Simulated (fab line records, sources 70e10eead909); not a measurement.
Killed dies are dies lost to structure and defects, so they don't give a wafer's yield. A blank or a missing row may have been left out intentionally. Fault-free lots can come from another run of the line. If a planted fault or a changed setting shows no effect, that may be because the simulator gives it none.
Which of the tools did it? || flow nand-harc || Sampling: 24 lots, 72 wafers, 2 of 1302 route steps

WHAT THE GAUGES SHOWED, per wafer
NHARC_A_ONON_D2_THK_MEAS_21: measures by ellipsometry. Usual: thk-nm reads 1001 nm (standard deviation 9.1).
{"lot": "L074", "measured": "day 13 00:58", "on": "film-metro-01", "thk-nm (nm)": "995 994 994", "flag": ""}
{"lot": "L075", "measured": "day 13 00:58", "on": "film-metro-02", "thk-nm (nm)": "1010 1011 1011", "flag": ""}
{"lot": "L076", "measured": "day 14 08:31", "on": "film-metro-01", "thk-nm (nm)": "997 998 997", "flag": ""}
{"lot": "L077", "measured": "day 14 08:26", "on": "film-metro-01", "thk-nm (nm)": "1006 1005 1005", "flag": ""}
{"lot": "L078", "measured": "day 14 14:35", "on": "film-metro-02", "thk-nm (nm)": "993 993 995", "flag": ""}
{"lot": "L080", "measured": "day 14 22:46", "on": "film-metro-02", "thk-nm (nm)": "990 992 992", "flag": ""}
{"lot": "L079", "measured": "day 14 22:47", "on": "film-metro-01", "thk-nm (nm)": "994 995 994", "flag": ""}
{"lot": "L082", "measured": "day 15 21:17", "on": "film-metro-02", "thk-nm (nm)": "1012 1009 1010", "flag": ""}
{"lot": "L081", "measured": "day 15 21:17", "on": "film-metro-01", "thk-nm (nm)": "1014 1013 1012", "flag": ""}
{"lot": "L083", "measured": "day 16 02:43", "on": "film-metro-01", "thk-nm (nm)": "999 1001 998", "flag": ""}
{"lot": "L084", "measured": "day 16 14:07", "on": "film-metro-01", "thk-nm (nm)": "993 991 993", "flag": ""}
{"lot": "L085", "measured": "day 17 14:26", "on": "film-metro-01", "thk-nm (nm)": "996 996 995", "flag": ""}
{"lot": "L086", "measured": "day 17 22:19", "on": "film-metro-02", "thk-nm (nm)": "1008 1009 1009", "flag": ""}
{"lot": "L087", "measured": "day 18 21:07", "on": "film-metro-02", "thk-nm (nm)": "993 995 995", "flag": ""}
{"lot": "L088", "measured": "day 18 21:06", "on": "film-metro-01", "thk-nm (nm)": "974 975 975", "flag": ""}
{"lot": "L089", "measured": "day 19 04:53", "on": "film-metro-02", "thk-nm (nm)": "1002 1003 1003", "flag": ""}
{"lot": "L090", "measured": "day 19 17:09", "on": "film-metro-01", "thk-nm (nm)": "997 999 999", "flag": ""}
{"lot": "L091", "measured": "day 20 00:12", "on": "film-metro-02", "thk-nm (nm)": "996 993 993", "flag": ""}
{"lot": "L092", "measured": "day 20 00:12", "on": "film-metro-01", "thk-nm (nm)": "1005 1007 1005", "flag": ""}
{"lot": "L093", "measured": "day 21 00:12", "on": "film-metro-02", "thk-nm (nm)": "1001 1003 1002", "flag": ""}
{"lot": "L094", "measured": "day 21 19:29", "on": "film-metro-01", "thk-nm (nm)": "1003 1005 1002", "flag": ""}
{"lot": "L096", "measured": "day 21 19:29", "on": "film-metro-02", "thk-nm (nm)": "1010 1009 1009", "flag": ""}
{"lot": "L095", "measured": "day 22 07:33", "on": "film-metro-01", "thk-nm (nm)": "1004 1005 1005", "flag": ""}
{"lot": "L097", "measured": "day 22 20:34", "on": "film-metro-02", "thk-nm (nm)": "1020 1020 1017", "flag": ""}

TOOL THAT RAN EACH LOT (tool first, then ch and the chambers of the sampled wafers, then the start)
{"lot": "L074", "NHARC_A_DECK1_JOINT_ETCHBACK_07": "rie-si-02 ch 0,2, day 11 02:26"}
{"lot": "L075", "NHARC_A_DECK1_JOINT_ETCHBACK_07": "rie-si-01 ch 0,2,3, day 11 02:31"}
{"lot": "L076", "NHARC_A_DECK1_JOINT_ETCHBACK_07": "rie-si-01 ch 0,1,2, day 12 04:53"}
{"lot": "L077", "NHARC_A_DECK1_JOINT_ETCHBACK_07": "rie-si-02 ch 0,1,2, day 12 04:54"}
{"lot": "L078", "NHARC_A_DECK1_JOINT_ETCHBACK_07": "rie-si-01 ch 2,3, day 12 14:54"}
{"lot": "L080", "NHARC_A_DECK1_JOINT_ETCHBACK_07": "rie-si-04 ch 0,1,2, day 13 01:08"}
{"lot": "L079", "NHARC_A_DECK1_JOINT_ETCHBACK_07": "rie-si-02 ch 0,2,3, day 13 01:10"}
{"lot": "L082", "NHARC_A_DECK1_JOINT_ETCHBACK_07": "rie-si-04 ch 2,3, day 14 00:14"}
{"lot": "L081", "NHARC_A_DECK1_JOINT_ETCHBACK_07": "rie-si-01 ch 0,2,3, day 14 00:14"}
{"lot": "L083", "NHARC_A_DECK1_JOINT_ETCHBACK_07": "rie-si-01 ch 0,1,2, day 14 08:04"}
{"lot": "L084", "NHARC_A_DECK1_JOINT_ETCHBACK_07": "rie-si-02 ch 1,2, day 14 16:29"}
{"lot": "L085", "NHARC_A_DECK1_JOINT_ETCHBACK_07": "rie-si-01 ch 0,1,3, day 15 16:49"}
{"lot": "L086", "NHARC_A_DECK1_JOINT_ETCHBACK_07": "rie-si-02 ch 1,3, day 16 00:31"}
{"lot": "L087", "NHARC_A_DECK1_JOINT_ETCHBACK_07": "rie-si-04 ch 0,3, day 16 21:57"}
{"lot": "L088", "NHARC_A_DECK1_JOINT_ETCHBACK_07": "rie-si-01 ch 0,2,3, day 16 21:58"}
{"lot": "L089", "NHARC_A_DECK1_JOINT_ETCHBACK_07": "rie-si-04 ch 0,1,3, day 17 05:10"}
{"lot": "L090", "NHARC_A_DECK1_JOINT_ETCHBACK_07": "rie-si-01 ch 0,2,3, day 17 13:45"}
{"lot": "L091", "NHARC_A_DECK1_JOINT_ETCHBACK_07": "rie-si-01 ch 0,1,2, day 18 03:29"}
{"lot": "L092", "NHARC_A_DECK1_JOINT_ETCHBACK_07": "rie-si-02 ch 1,2, day 18 03:37"}
{"lot": "L093", "NHARC_A_DECK1_JOINT_ETCHBACK_07": "rie-si-02 ch 0,1,2, day 19 00:43"}
{"lot": "L094", "NHARC_A_DECK1_JOINT_ETCHBACK_07": "rie-si-04 ch 0,1,3, day 19 21:27"}
{"lot": "L096", "NHARC_A_DECK1_JOINT_ETCHBACK_07": "rie-si-01 ch 0,1, day 19 21:27"}
{"lot": "L095", "NHARC_A_DECK1_JOINT_ETCHBACK_07": "rie-si-01 ch 0,1,3, day 20 04:23"}
{"lot": "L097", "NHARC_A_DECK1_JOINT_ETCHBACK_07": "rie-si-02 ch 0,1,3, day 20 17:47"}
- NHARC_A_DECK1_JOINT_ETCHBACK_07: etches the open film in HBr, target depth 105 nm, time 26.9 s.

AS READ BY THE TOOLS THEMSELVES (means over the sampled wafers that have a number; for cases with no such wafer, the mark the record gives instead)
NHARC_A_DECK1_JOINT_ETCHBACK_07. Usual: drypump-motor-current-A 5.7 A, standard deviation 0.35; oes-product-au 1.001 a.u., standard deviation 0.0095; throttle-valve-pct 23.266 %, standard deviation 0.0086.
{"lot": "L074", "tool": "rie-si-02", "drypump-motor-current-A (A)": 5.5, "oes-product-au (a.u.)": 1.006, "throttle-valve-pct (%)": 23.271, "flag": ""}
{"lot": "L075", "tool": "rie-si-01", "drypump-motor-current-A (A)": 5.7, "oes-product-au (a.u.)": 1.003, "throttle-valve-pct (%)": 23.269, "flag": ""}
{"lot": "L076", "tool": "rie-si-01", "drypump-motor-current-A (A)": 5.7, "oes-product-au (a.u.)": 1.005, "throttle-valve-pct (%)": 23.256, "flag": ""}
{"lot": "L077", "tool": "rie-si-02", "drypump-motor-current-A (A)": 5.6, "oes-product-au (a.u.)": 1.002, "throttle-valve-pct (%)": 23.265, "flag": ""}
{"lot": "L078", "tool": "rie-si-01", "drypump-motor-current-A (A)": 5.6, "oes-product-au (a.u.)": 1.013, "throttle-valve-pct (%)": 23.257, "flag": ""}
{"lot": "L080", "tool": "rie-si-04", "drypump-motor-current-A (A)": 5.7, "oes-product-au (a.u.)": 1.014, "throttle-valve-pct (%)": 23.265, "flag": ""}
{"lot": "L079", "tool": "rie-si-02", "drypump-motor-current-A (A)": 5.6, "oes-product-au (a.u.)": 0.993, "throttle-valve-pct (%)": 23.267, "flag": ""}
{"lot": "L082", "tool": "rie-si-04", "drypump-motor-current-A (A)": 5.4, "oes-product-au (a.u.)": 1.007, "throttle-valve-pct (%)": 23.260, "flag": ""}
{"lot": "L081", "tool": "rie-si-01", "drypump-motor-current-A (A)": 5.7, "oes-product-au (a.u.)": 0.997, "throttle-valve-pct (%)": 23.265, "flag": ""}
{"lot": "L083", "tool": "rie-si-01", "drypump-motor-current-A (A)": 5.7, "oes-product-au (a.u.)": 1.008, "throttle-valve-pct (%)": 23.266, "flag": ""}
{"lot": "L084", "tool": "rie-si-02", "drypump-motor-current-A (A)": 5.5, "oes-product-au (a.u.)": 1.008, "throttle-valve-pct (%)": 23.272, "flag": ""}
{"lot": "L085", "tool": "rie-si-01", "drypump-motor-current-A (A)": 5.9, "oes-product-au (a.u.)": 1.000, "throttle-valve-pct (%)": 23.262, "flag": ""}
{"lot": "L086", "tool": "rie-si-02", "drypump-motor-current-A (A)": 5.7, "oes-product-au (a.u.)": 0.993, "throttle-valve-pct (%)": 23.265, "flag": ""}
{"lot": "L087", "tool": "rie-si-04", "drypump-motor-current-A (A)": 5.8, "oes-product-au (a.u.)": 1.002, "throttle-valve-pct (%)": 23.270, "flag": ""}
{"lot": "L088", "tool": "rie-si-01", "drypump-motor-current-A (A)": 5.7, "oes-product-au (a.u.)": 1.000, "throttle-valve-pct (%)": 23.263, "flag": ""}
{"lot": "L089", "tool": "rie-si-04", "drypump-motor-current-A (A)": 5.9, "oes-product-au (a.u.)": 0.995, "throttle-valve-pct (%)": 23.270, "flag": ""}
{"lot": "L090", "tool": "rie-si-01", "drypump-motor-current-A (A)": 5.7, "oes-product-au (a.u.)": 0.990, "throttle-valve-pct (%)": 23.260, "flag": ""}
{"lot": "L091", "tool": "rie-si-01", "drypump-motor-current-A (A)": 5.7, "oes-product-au (a.u.)": 1.004, "throttle-valve-pct (%)": 23.268, "flag": ""}
{"lot": "L092", "tool": "rie-si-02", "drypump-motor-current-A (A)": 5.5, "oes-product-au (a.u.)": 1.006, "throttle-valve-pct (%)": 23.258, "flag": ""}
{"lot": "L093", "tool": "rie-si-02", "drypump-motor-current-A (A)": 5.6, "oes-product-au (a.u.)": 1.000, "throttle-valve-pct (%)": 23.258, "flag": ""}
{"lot": "L094", "tool": "rie-si-04", "drypump-motor-current-A (A)": 5.9, "oes-product-au (a.u.)": 0.992, "throttle-valve-pct (%)": 23.264, "flag": ""}
{"lot": "L096", "tool": "rie-si-01", "drypump-motor-current-A (A)": 5.9, "oes-product-au (a.u.)": 0.997, "throttle-valve-pct (%)": 23.271, "flag": ""}
{"lot": "L095", "tool": "rie-si-01", "drypump-motor-current-A (A)": 5.9, "oes-product-au (a.u.)": 1.009, "throttle-valve-pct (%)": 23.263, "flag": ""}
{"lot": "L097", "tool": "rie-si-02", "drypump-motor-current-A (A)": 5.8, "oes-product-au (a.u.)": 0.991, "throttle-valve-pct (%)": 23.268, "flag": ""}

THE ANSWER, worked out from the rows above alone
Rule: a lot is off if the mean of its wafers that have a number lies more than 3 standard deviations from the usual mean. Also off: a lot with no number at a reading for which 4 or more lots have one. The other lots that the step has rows for count as sound. Order of review: gauges by route order, followed by the tools' own readings, for which a lot's mean as printed above is used. The first step at which some lot is off is used, and at that step the reading that is off furthest; a lot without a number counts as furthest.
None of the lots is off at any reading shown; this tells nothing.

WHAT THE SIMULATOR PUT IN
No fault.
